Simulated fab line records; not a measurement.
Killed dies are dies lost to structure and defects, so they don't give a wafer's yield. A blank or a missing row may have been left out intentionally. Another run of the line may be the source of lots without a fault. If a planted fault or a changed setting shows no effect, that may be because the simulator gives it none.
Which tool was responsible? + flow nand-harc + 6 lots, 18 wafers sampled, at 2 steps of a route of 1302

## WHAT THE GAUGES READ, wafer by wafer
NHARC_A_ONON_D1_THK_MEAS_34: measures by ellipsometry.
| lot  | measured     | on            | thk-nm (nm)       |
|------|--------------|---------------|-------------------|
| L705 | day 8 17:29  | film-metro-01 | 196.3 197.9 197.2 |
| L707 | day 9 10:20  | film-metro-02 | 196.8 197.8 198.4 |
| L712 | day 11 12:52 | film-metro-02 | 199.7 199.7 200.9 |
| L715 | day 12 18:41 | film-metro-02 | 194.9 196.5 194.8 |
| L724 | day 16 15:56 | film-metro-01 | 198.9 205.7 201.5 |
| L726 | day 17 11:53 | film-metro-02 | 195.7 194.9 199.7 |

## WHAT TOOL EACH LOT RAN ON (gives the tool, then ch and the chambers of the sampled wafers, and finally the start)
| lot  | NHARC_A_ONON_D1_DEP_33          |
|------|---------------------------------|
| L705 | pecvd-02 ch 0,1,2, day 8 17:04  |
| L707 | pecvd-02 ch 0,1, day 9 09:55    |
| L712 | pecvd-02 ch 0,1,2, day 11 12:27 |
| L715 | pecvd-03 ch 0,2, day 12 18:16   |
| L724 | pecvd-02 ch 1,2, day 16 15:34   |
| L726 | pecvd-03 ch 0,1, day 17 11:28   |
- NHARC_A_ONON_D1_DEP_33: deposits SiO2, target thk 200 nm.

## THE ANSWER, worked out from the rows above alone
Rule: usual is defined by the lots themselves. The widest of any qualifying gaps counts: lots, ordered by their means at a reading, are off when they make up no more than a third of the lots, leave a main group of 4 or more, and stand apart from it by 3 or more times the standard deviation of that group's means. The tables above print the reading to a certain number of digits; a main group whose means all agree to those digits is not used. A lot without any number at a reading at which 4 lots or more have one is off too. The other lots that the step has rows for count as sound.
Across all readings shown, no lot is off: no conclusion can be drawn from this.

## WHAT THE SIMULATOR HAD INSERTED
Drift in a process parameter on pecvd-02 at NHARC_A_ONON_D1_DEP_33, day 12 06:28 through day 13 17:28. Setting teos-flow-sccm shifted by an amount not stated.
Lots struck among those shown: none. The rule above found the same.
